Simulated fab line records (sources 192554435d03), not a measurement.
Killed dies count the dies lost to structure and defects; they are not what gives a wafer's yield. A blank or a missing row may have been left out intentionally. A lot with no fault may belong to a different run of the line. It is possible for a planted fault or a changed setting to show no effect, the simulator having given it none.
fab line records -- flow n5_finfet
[record] lots = 10, wafers = 30, last_day = 16
route steps=1938 shown BEOL_M9@1424
lots untouched by any fault: they come from a run of this same line in which no faults occurred
start_h: start of the lot's first displayed wafer, in hours after the record's first day -- wait_h: hours since the lot's step before -- " identical to the entry in the row above -- L1.1+2: a single row standing in for several wafers -- - no value, or no start given -- * or withheld: withheld -- < > ~ a bound
route shown NAME@n: names a module that has steps shown in the file, with the first one's number in the route -- usual: average and standard deviation across the fault-free wafers -- same: alike in all rows -- chamber/n: place in a boat -- sites: each site's reading -- _std_site: the values' standard deviation -- _edge_site: the outer-site mean with the inner-site mean subtracted -- radius_mm: how far each site lies from the wafer's centre -- mask NAME#n: copy n -- behind: tool/chamber where the wafer was last shaped -- hold: reason for holding the lot/hours on hold/outcome of the hold -- device: transistor that didn't switch, given as n, p or np -- end of line: the route-end tests of the same wafers -- step lacking rows: just its recipe -- killed: at the first sort, the dies lost to defects and structure; wafer yield is something else -- map: the dies of a wafer, with x for killed, . for not killed, _ for no die there
set.NAME: the setting that was run; set.NAME@STEP: the one run at that earlier step -- model.NAME: the simulator's own value behind a step, which no gauge read
route steps across a sampled set of lots; one table per step, one row per wafer
services: a tool's chamber out of use, with start hour (start_h, from the record's first day; less than 0 if before it), hours out, and reason
[[steps]]
[step N5_BEOL_M9_CD_MEAS_18]
[recipe] pitch_nm = 140, target_cd_nm = 70
[usual] cd_nm = 69.9/0.67
lot.wafer,tool,chamber,start_h,wait_h,cd_nm
L684.1,cd_sem-02,-,209.04,0.0,71.2
L684.2,cd_sem-02,-,209.04,0.0,70.2
L684.4,cd_sem-02,-,209.04,0.0,70.7
L686.2,cd_sem-01,-,220.13,0.1,70.3
L686.3,cd_sem-01,-,220.13,0.1,70.2
L686.4,cd_sem-01,-,220.13,0.1,70.0
L692.2,cd_sem-01,-,246.67,0.1,69.2
L692.4,cd_sem-01,-,246.67,0.1,69.4
L692.6,cd_sem-01,-,246.67,0.1,69.3
L696.1,cd_sem-01,-,282.48,0.0,69.7
L696.2,cd_sem-01,-,282.48,0.0,69.6
L696.5,cd_sem-01,-,282.48,0.0,69.5
L695.3,cd_sem-02,-,282.76,0.1,69.1
L695.4,cd_sem-02,-,282.76,0.1,69.2
L695.6,cd_sem-02,-,282.76,0.1,69.1
L697.3,cd_sem-01,-,286.34,0.1,69.4
L697.4,cd_sem-01,-,286.34,0.1,71.0
L697.6,cd_sem-01,-,286.34,0.1,70.5
L698.1,cd_sem-01,-,286.55,0.0,69.2
L698.3,cd_sem-01,-,286.55,0.0,69.5
L698.4,cd_sem-01,-,286.55,0.0,68.7
L699.2,cd_sem-03,-,304.17,0.1,69.1
L699.5,cd_sem-03,-,304.17,0.1,70.6
L699.6,cd_sem-03,-,304.17,0.1,70.8
L702.1,cd_sem-02,-,322.19,0.0,69.9
L702.3,cd_sem-02,-,322.19,0.0,70.4
L702.4,cd_sem-02,-,322.19,0.0,70.0
L704.1,cd_sem-02,-,333.36,0.0,70.9
L704.2,cd_sem-02,-,333.36,0.0,70.5
L704.3,cd_sem-02,-,333.36,0.0,70.1
[step N5_BEOL_M9_ETCH_65]
[recipe] chemistry = CF4, target = SiARC, target_depth_a = 156, mask_material = CAR-EUV, time_s = 26, ion_energy_ev = 80, pressure_mtorr = 40, source_w = 545, bias_w = 36, Ar_flow_sccm = 100, cf4_flow_sccm = 100, ends = cleared
[usual] bias_w = 36.02/0.1, drypump_motor_current_A = 5.84/0.21, etch_rf_on_time_s = 25.9/0.42, oes_product_au = 0.68/0.077, rf_vpp_V = 184.1/1.4, showerhead_plenum_p_Torr = 2.14/0.083, throttle_valve_pct = 15.68/0.25
lot.wafer,tool,chamber,start_h,wait_h,bias_w,drypump_motor_current_A,etch_rf_on_time_s,oes_product_au,rf_hours_counter_h,rf_vpp_V,showerhead_plenum_p_Torr,throttle_valve_pct
L684.1,rie_diel-03,0,209.73,0.0,35.95,6.23,26.2,0.61,189,184.1,2.12,15.86
L684.2,rie_diel-03,3,209.73,0.0,36.00,5.77,25.7,0.83,4,186.3,2.28,15.22
L684.4,rie_diel-03,2,209.73,0.0,35.90,5.70,26.6,0.63,163,185.9,2.21,15.73
L686.2,rie_diel-05,3,221.84,0.0,35.97,5.98,26.2,0.63,164,184.3,2.05,15.84
L686.3,rie_diel-05,0,221.84,0.0,35.97,5.82,25.8,0.58,239,182.7,2.11,16.05
L686.4,rie_diel-05,3,221.84,0.0,36.18,5.97,26.4,0.62,-,183.1,2.05,15.83
L692.2,rie_diel-03,2,247.29,0.0,36.18,5.72,26.3,0.63,175,185.3,2.21,15.76
L692.4,rie_diel-03,0,247.29,0.0,36.09,6.29,25.9,0.61,201,182.4,2.12,15.91
L692.6,rie_diel-03,3,247.29,0.0,35.91,5.80,25.6,0.80,-,185.7,2.27,15.28
L696.1,rie_diel-05,3,286.12,0.0,36.08,6.00,26.3,0.61,186,183.1,2.05,15.87
L696.2,rie_diel-05,0,286.12,0.0,36.05,5.81,25.3,0.81,7,183.7,2.11,15.61
L696.5,rie_diel-05,0,286.12,0.0,36.08,5.81,25.0,0.82,-,183.9,2.11,15.60
L695.3,rie_diel-03,0,286.44,0.0,39.32,6.29,25.1,0.62,215,195.5,2.11,15.92
L695.4,rie_diel-03,2,286.44,0.0,39.36,5.73,25.3,0.64,188,197.4,2.20,15.77
L695.6,rie_diel-03,1,286.44,0.0,39.45,5.59,25.3,0.63,-,192.4,2.06,15.86
L697.3,rie_diel-03,3,287.09,0.0,39.42,5.76,24.9,0.78,31,196.9,2.27,15.31
L697.4,rie_diel-03,1,287.09,0.0,39.48,5.57,25.3,0.62,209,193.8,2.06,15.86
L697.6,rie_diel-03,3,287.09,0.0,39.42,5.77,24.9,0.79,-,196.0,2.27,15.28
L698.1,rie_diel-04,2,287.16,0.0,36.01,5.59,26.5,0.73,31,184.9,2.28,15.31
L698.3,rie_diel-04,3,287.16,0.0,36.02,6.21,26.1,0.61,210,183.5,2.13,15.99
L698.4,rie_diel-04,0,287.16,0.0,35.94,5.56,25.6,0.61,-,183.8,2.05,15.77
L699.2,rie_diel-05,3,309.17,0.0,35.96,6.01,26.8,0.60,191,185.0,2.05,15.90
L699.5,rie_diel-05,1,309.17,0.0,36.12,5.68,26.0,0.79,-,183.6,2.11,15.29
L699.6,rie_diel-05,2,309.17,0.0,35.94,5.82,25.5,0.71,-,184.2,2.26,15.75
L702.1,rie_diel-04,3,327.47,0.0,36.12,6.22,26.2,0.60,220,184.2,2.12,16.00
L702.3,rie_diel-04,2,327.47,0.0,35.87,5.61,26.4,0.72,42,185.1,2.27,15.34
L702.4,rie_diel-04,2,327.47,0.0,35.86,5.62,26.4,0.72,-,185.8,2.27,15.34
L704.1,rie_diel-05,3,334.65,0.0,35.93,5.97,26.3,0.60,196,182.2,2.04,15.90
L704.2,rie_diel-05,0,334.65,0.0,36.13,5.79,25.5,0.78,18,184.5,2.10,15.62
L704.3,rie_diel-05,1,334.65,0.0,36.07,5.69,25.6,0.78,27,183.8,2.11,15.31
[step N5_BEOL_M9_VIA_ETCH_34]
[recipe] chemistry = C4F6/O2, target = SiCOH_lowk, target_depth_a = 1824, mask_material = SOC, taper_deg = 4, time_s = 68.4, ion_energy_ev = 250, pressure_mtorr = 30, source_w = 345, bias_w = 185, Ar_flow_sccm = 300, C4F6_flow_sccm = 10, O2_flow_sccm = 10
[usual] bias_w = 185.1/0.57, drypump_motor_current_A = 5.84/0.22, oes_o_777_au = 0.80/0.094, oes_product_au = 0.79/0.089, rf_vpp_V = 661/13, showerhead_plenum_p_Torr = 2.85/0.11, throttle_valve_pct = 21.02/0.22
lot.wafer,tool,chamber,start_h,wait_h,bias_w,drypump_motor_current_A,oes_o_777_au,oes_product_au,rf_hours_counter_h,rf_vpp_V,showerhead_plenum_p_Torr,throttle_valve_pct
L684.1,rie_diel-03,0,209.86,0.0,185.0,6.27,0.72,0.73,189,681,2.82,21.16
L684.2,rie_diel-03,3,209.86,0.0,185.2,5.79,0.99,0.98,4,682,3.04,20.67
L684.4,rie_diel-03,2,209.86,0.0,185.5,5.71,0.75,0.75,163,683,2.93,20.93
L686.2,rie_diel-05,3,221.97,0.0,185.3,6.01,0.72,0.73,165,660,2.75,21.20
L686.3,rie_diel-05,0,221.97,0.0,186.1,5.84,0.69,0.68,239,658,2.81,21.35
L686.4,rie_diel-05,3,221.97,0.0,185.2,6.02,0.72,0.73,-,659,2.75,21.21
L692.2,rie_diel-03,2,247.42,0.0,184.9,5.70,0.76,0.74,175,684,2.93,20.94
L692.4,rie_diel-03,0,247.42,0.0,185.3,6.26,0.71,0.71,201,682,2.82,21.18
L692.6,rie_diel-03,3,247.42,0.0,184.9,5.79,0.95,0.94,-,682,3.04,20.69
L696.1,rie_diel-05,3,286.25,0.0,185.6,5.99,0.70,0.72,186,660,2.74,21.25
L696.2,rie_diel-05,0,286.25,0.0,184.7,5.81,0.93,0.94,7,658,2.80,21.01
L696.5,rie_diel-05,0,286.25,0.0,184.9,5.83,0.94,0.95,-,659,2.80,21.00
L695.3,rie_diel-03,0,286.57,0.0,185.3,6.26,0.70,0.70,215,682,2.81,21.22
L695.4,rie_diel-03,2,286.57,0.0,184.8,5.67,0.74,0.73,189,684,2.92,20.97
L695.6,rie_diel-03,1,286.57,0.0,184.9,5.58,0.73,0.72,-,658,2.73,21.10
L697.3,rie_diel-03,3,287.22,0.0,184.4,5.77,0.92,0.89,31,683,3.03,20.71
L697.4,rie_diel-03,1,287.22,0.0,185.1,5.59,0.74,0.72,209,655,2.73,21.09
L697.6,rie_diel-03,3,287.22,0.0,184.6,5.79,0.92,0.89,-,682,3.03,20.71
L698.1,rie_diel-04,2,287.29,0.0,184.8,5.62,0.84,0.87,31,657,3.03,20.74
L698.3,rie_diel-04,3,287.29,0.0,185.6,6.20,0.72,0.72,210,661,2.83,21.29
L698.4,rie_diel-04,0,287.29,0.0,185.6,5.47,0.71,0.71,-,659,2.72,21.08
L699.2,rie_diel-05,3,309.30,0.0,184.7,6.01,0.70,0.71,191,659,2.74,21.24
L699.5,rie_diel-05,1,309.30,0.0,185.0,5.67,0.94,0.91,-,649,2.81,20.69
L699.6,rie_diel-05,2,309.30,0.0,185.6,5.82,0.86,0.81,-,641,3.01,21.19
L702.1,rie_diel-04,3,327.60,0.0,185.2,6.22,0.71,0.71,220,662,2.82,21.27
L702.3,rie_diel-04,2,327.60,0.0,184.9,5.60,0.82,0.83,42,655,3.03,20.76
L702.4,rie_diel-04,2,327.60,0.0,185.6,5.61,0.83,0.83,-,657,3.03,20.74
L704.1,rie_diel-05,3,334.78,0.0,184.5,6.01,0.70,0.71,196,656,2.74,21.26
L704.2,rie_diel-05,0,334.78,0.0,185.0,5.82,0.91,0.90,18,659,2.79,21.04
L704.3,rie_diel-05,1,334.78,0.0,185.7,5.68,0.93,0.92,27,648,2.81,20.70
[step N5_BEOL_M9_ETCH_41]
[recipe] chemistry = CH3F/O2, target = SiCN, target_depth_a = 366, taper_deg = 2, time_s = 70.1, ion_energy_ev = 120, mask_material = TiN, pressure_mtorr = 30, source_w = 395, bias_w = 75, Ar_flow_sccm = 150, CH3F_flow_sccm = 30, O2_flow_sccm = 20
[usual] bias_w = 75.02/0.24, drypump_motor_current_A = 5.84/0.21, oes_product_au = 0.79/0.09, rf_vpp_V = 297.2/1.9, showerhead_plenum_p_Torr = 2.00/0.084, throttle_valve_pct = 16.41/0.24
lot.wafer,tool,chamber,start_h,wait_h,bias_w,drypump_motor_current_A,oes_product_au,rf_hours_counter_h,rf_vpp_V,showerhead_plenum_p_Torr,throttle_valve_pct
L684.1,rie_diel-03,0,-,-,74.93,6.26,0.72,189,295.8,1.98,16.57
L684.2,rie_diel-03,3,-,-,75.04,5.80,0.97,5,300.1,2.14,16.02
L684.4,rie_diel-03,2,-,-,75.11,5.70,0.75,163,299.1,2.07,16.40
L686.2,rie_diel-05,3,-,-,74.96,5.99,0.73,165,295.7,1.92,16.58
L686.3,rie_diel-05,0,-,-,75.09,5.80,0.67,239,296.7,1.97,16.78
L686.4,rie_diel-05,3,-,-,74.85,6.00,0.73,-,295.5,1.92,16.59
L692.2,rie_diel-03,2,-,-,75.11,5.72,0.74,175,299.3,2.07,16.46
L692.4,rie_diel-03,0,-,-,75.02,6.29,0.71,201,297.0,1.98,16.59
L692.6,rie_diel-03,3,-,-,75.25,5.79,0.93,-,299.9,2.14,16.03
L696.1,rie_diel-05,3,-,-,75.06,5.98,0.71,186,295.9,1.92,16.63
L696.2,rie_diel-05,0,-,-,75.26,5.80,0.94,7,296.5,1.97,16.34
L696.5,rie_diel-05,0,-,-,75.25,5.81,0.94,-,296.2,1.97,16.34
L695.3,rie_diel-03,0,-,-,75.00,6.29,0.70,215,297.0,1.97,16.62
L695.4,rie_diel-03,2,-,-,74.81,5.73,0.73,189,298.3,2.06,16.47
L695.6,rie_diel-03,1,-,-,75.01,5.60,0.71,-,294.2,1.91,16.50
L697.3,rie_diel-03,3,-,-,74.98,5.76,0.90,31,298.7,2.13,16.06
L697.4,rie_diel-03,1,-,-,75.25,5.61,0.71,209,294.2,1.91,16.51
L697.6,rie_diel-03,3,-,-,75.09,5.79,0.89,-,300.9,2.13,16.06
L698.1,rie_diel-04,2,-,-,75.52,5.62,0.85,31,300.2,2.14,16.07
L698.3,rie_diel-04,3,-,-,74.84,6.21,0.71,210,295.5,1.99,16.70
L698.4,rie_diel-04,0,-,-,74.88,5.58,0.71,-,295.2,1.91,16.48
L699.2,rie_diel-05,3,-,-,74.68,6.00,0.72,191,296.5,1.92,16.63
L699.5,rie_diel-05,1,-,-,75.07,5.65,0.93,-,295.5,1.97,16.03
L699.6,rie_diel-05,2,-,-,74.59,5.81,0.82,-,300.0,2.12,16.52
L702.1,rie_diel-04,3,-,-,75.17,6.21,0.71,220,296.9,1.98,16.72
L702.3,rie_diel-04,2,-,-,74.77,5.62,0.83,42,298.9,2.13,16.09
L702.4,rie_diel-04,2,-,-,74.58,5.63,0.83,-,300.1,2.13,16.11
L704.1,rie_diel-05,3,-,-,74.62,5.99,0.71,196,294.1,1.91,16.65
L704.2,rie_diel-05,0,-,-,75.12,5.81,0.92,18,297.4,1.96,16.36
L704.3,rie_diel-05,1,-,-,74.86,5.67,0.92,27,297.3,1.97,16.06
[[services]]
tool,chamber,start_h,hours,kind
rie_diel-05,1,210.42,-,clean
rie_diel-05,1,210.42,-,consumable_replace:focus_ring
rie_diel-05,1,210.42,23.2,scheduled_down
rie_diel-05,1,210.42,23.2,vent_cycle
rie_diel-04,-,234.11,1.7,repair
rie_diel-04,0,248.92,19.3,repair
rie_diel-05,0,250.22,-,clean
rie_diel-05,0,250.22,-,consumable_replace:focus_ring
rie_diel-05,0,250.22,13.9,scheduled_down
rie_diel-05,0,250.22,13.9,vent_cycle
rie_diel-05,-,261.73,0.6,repair
rie_diel-05,-,266.08,0.8,repair
rie_diel-04,1,276.61,5.4,repair
rie_diel-04,-,281.45,0.4,repair
rie_diel-04,1,283.72,16.7,repair
rie_diel-05,1,290.76,9.6,repair
rie_diel-03,1,318.53,5.0,repair
rie_diel-04,0,325.47,51.5,repair
[[key]]
[first_sign] step = N5_BEOL_M9_ETCH_65, reading = bias_w, direction = up, sigmas = 33, usual = *, struck = *
[effect] step = N5_BEOL_M9_ETCH_65, reading = rf_vpp_V, direction = up, sigmas = 8.3, usual = 184.1, struck = 195.3
met_at N5_BEOL_M9_ETCH_65
struck_lots L695,L697
not_acting_at N5_BEOL_M9_CD_MEAS_18,N5_BEOL_M9_VIA_ETCH_34,N5_BEOL_M9_ETCH_41
onset_between 247.29 286.44
[fault] kind = process_parameter_drift, tool = rie_diel-03, chamber = -, onset_h = 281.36, steps = N5_BEOL_M9_ETCH_65, channel = bias_w, offset = *, shape = step, end_h = 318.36, acts_in = *, stated = *
